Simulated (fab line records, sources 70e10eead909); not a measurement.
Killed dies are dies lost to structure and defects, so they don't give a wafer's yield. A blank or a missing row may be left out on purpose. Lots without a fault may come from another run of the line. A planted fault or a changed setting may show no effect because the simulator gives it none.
A struck lot beside a sound one | flow nand_harc | 15 steps out of a route of 1302
Sound: wafers L916.3, L916.4, L916.6. Struck: wafers L922.1, L922.2, L922.5. The cause comes at the end.
At each step with rows: each side's tool, then ch and its chambers, then its first start. Under that, the readings that differ: sound wafers | struck wafers | difference of the means | sigmas: that difference in standard deviations of wafers without a fault.
alike: readings whose means differ by less than 2 such deviations, and words and numbers that are the same on both sides. not compared: withheld readings, readings that some wafer has no value for, bounds like >300 that may hide the same value, and numbers for which the record gives no deviation and whose values overlap.
The two part at a step that has a row with sigmas, a row that says differs or no value, or rows on one side only. Numbers that don't overlap but have no deviation are shown without sigmas and don't part them. A reading that every wafer of one side lacks parts them only if that side has two wafers or more.

NHARC_A_DECK1_JOINT_CMP_02: polishes SiOx.
  sound on cmp-01 ch 1,2, day 12 05:29; struck on cmp-04 ch 2,3, day 15 01:12
  alike: motor_current_A
then, 1 step without rows for these wafers: NHARC_A_DECK1_JOINT_SRD_15.
NHARC_A_DECK1_JOINT_DEP_16: deposits SiO2, target thk 45 nm.
  sound on pecvd-02 ch 0,2, day 12 06:02; struck on pecvd-04 ch 0,2, day 15 01:35
  alike: heater_power_w, mfc_precursor_sccm, throttle_valve_pct
NHARC_A_DECK1_JOINT_THK_MEAS_17: measures by ellipsometry.
  sound on film_metro-01, day 12 06:20; struck on film_metro-01, day 15 01:58
  alike: thk_nm
NHARC_A_DECK1_JOINT_INSPECT_05:
  sound on defect_inspect-01, day 12 06:22; struck on defect_inspect-02, day 15 01:59
  alike: raw_defect_count
then, 1 step without rows for these wafers: NHARC_A_ONON_D2_DEP_00 (target thk 1000 nm).
NHARC_A_ONON_D2_THK_MEAS_02: measures by ellipsometry.
  sound on film_metro-01, day 12 06:56; struck on film_metro-02, day 15 02:35
  alike: thk_nm
then, 1 step without rows for these wafers: NHARC_A_ONON_D2_DEP_03 (target thk 1000 nm).
NHARC_A_ONON_D2_THK_MEAS_05: measures by ellipsometry.
  sound on film_metro-02, day 12 07:31; struck on film_metro-01, day 15 03:10
  alike: thk_nm
then, 1 step without rows for these wafers: NHARC_A_ONON_D2_DEP_06 (target thk 1000 nm).
NHARC_A_ONON_D2_THK_MEAS_08: measures by ellipsometry.
  sound on film_metro-01, day 12 08:05; struck on film_metro-01, day 15 03:46
  alike: thk_nm
NHARC_A_ONON_D2_DEP_09: target thk 1000 nm.
  sound on pecvd_onon-02 ch 0, day 12 08:15; struck on pecvd_onon-01 ch 0, day 15 03:49
NHARC_A_ONON_D2_THK_MEAS_11: measures by ellipsometry.
  sound on film_metro-01, day 12 08:38; struck on film_metro-01, day 15 04:20
  reading     | sound       | struck         | difference | sigmas
  thk_nm (nm) | 988 991 990 | 1395 1393 1394 | +404       | +37
then, 1 step without rows for these wafers: NHARC_A_ONON_D2_DEP_12 (target thk 1000 nm).
-- the record jumps here: 12 days lie between the struck wafers' starts before and after (it left off in module A_ONON_D2 and takes up again in module END, whose first step shown is number 1302 of the route) --
NHARC_END_SORT_01:
  the record has rows for the struck wafers here (prober-01 ch 0, day 27 15:25) and none for the sound ones

WHERE THEY PART
First at NHARC_A_ONON_D2_THK_MEAS_11; last, within this record, at NHARC_END_SORT_01.

WHY: what the simulator had put in
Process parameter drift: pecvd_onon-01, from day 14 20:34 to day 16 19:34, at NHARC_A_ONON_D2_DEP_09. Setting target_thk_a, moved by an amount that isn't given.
